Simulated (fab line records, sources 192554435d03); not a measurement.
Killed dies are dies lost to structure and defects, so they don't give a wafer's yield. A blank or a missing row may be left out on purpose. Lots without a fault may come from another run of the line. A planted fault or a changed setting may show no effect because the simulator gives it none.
Chamber matching | flow n5_finfet | N5_BEOL_M8_PECVD_70 on pecvd-03: 3 sister chambers
The step deposits SiO2 from TEOS/O2, target thk 20 nm, time 22.7 s. 14 wafers are shown with their chamber, then 7 later ones without.

WAFERS WITH THEIR CHAMBER
wafer  | chamber | throttle_valve_pct (%) | heater_power_w (W) | showerhead_plenum_p_Torr (Torr)
L078.1 | 0       | 23.5                   | 698                | 8.79
L078.3 | 2       | 20.8                   | 781                | 8.80
L078.6 | 1       | 23.7                   | 563                | 8.77
L079.3 | 1       | 23.8                   | 564                | 8.73
L079.4 | 2       | 20.8                   | 760                | 8.77
L079.6 | 1       | 24.0                   | 552                | 8.73
L080.1 | 0       | 23.8                   | 760                | 8.81
L080.4 | 1       | 24.0                   | 610                | 8.73
L080.5 | 0       | 24.1                   | 743                | 8.82
L083.2 | 1       | 23.7                   | 650                | 8.74
L083.3 | 0       | 24.0                   | 674                | 8.84
L083.5 | 0       | 23.7                   | 676                | 8.80
L084.1 | 0       | 23.7                   | 750                | 8.83
L084.3 | 2       | 20.7                   | 759                | 8.81

SIGNATURES (means of the wafers above)
reading                  | chamber 0 | chamber 1 | chamber 2 | scatter within a chamber
throttle_valve_pct       | 23.800    | 23.840    | 20.767    | 0.175
heater_power_w           | 716.83    | 587.80    | 766.67    | 36.5
showerhead_plenum_p_Torr | 8.8150    | 8.7400    | 8.7933    | 0.0186
Rule: a wafer's distance from a chamber is the root of the sum, over the readings, of the square of ((its reading less the chamber's mean) divided by the reading's scatter). The wafer belongs to the nearest chamber; if the next one is less than 2 further off, it can't be placed. The scatter: the root of (the sum of the squares of (reading less its chamber's mean) over the shown wafers, divided by (wafers less chambers)).

WAFERS WITHOUT THEIR CHAMBER
wafer  | throttle_valve_pct (%) | heater_power_w (W) | showerhead_plenum_p_Torr (Torr)
L084.6 | 20.9                   | 719                | 8.79
L091.1 | 21.0                   | 749                | 8.78
L091.3 | 23.9                   | 631                | 8.72
L091.6 | 24.0                   | 645                | 8.72
L094.1 | 21.3                   | 730                | 8.79
L094.2 | 24.0                   | 714                | 8.81
L094.6 | 21.1                   | 737                | 8.80

WHICH CHAMBER EACH WENT THROUGH
wafer  | from the rows above | in truth
L084.6 | 2                   | 2
L091.1 | 2                   | 2
L091.3 | 1                   | 1
L091.6 | 1                   | 1
L094.1 | 2                   | 2
L094.2 | 0                   | 0
L094.6 | 2                   | 2
Placed correctly: 7 of 7. Can't be placed from these rows: 0. Placed wrongly: 0.
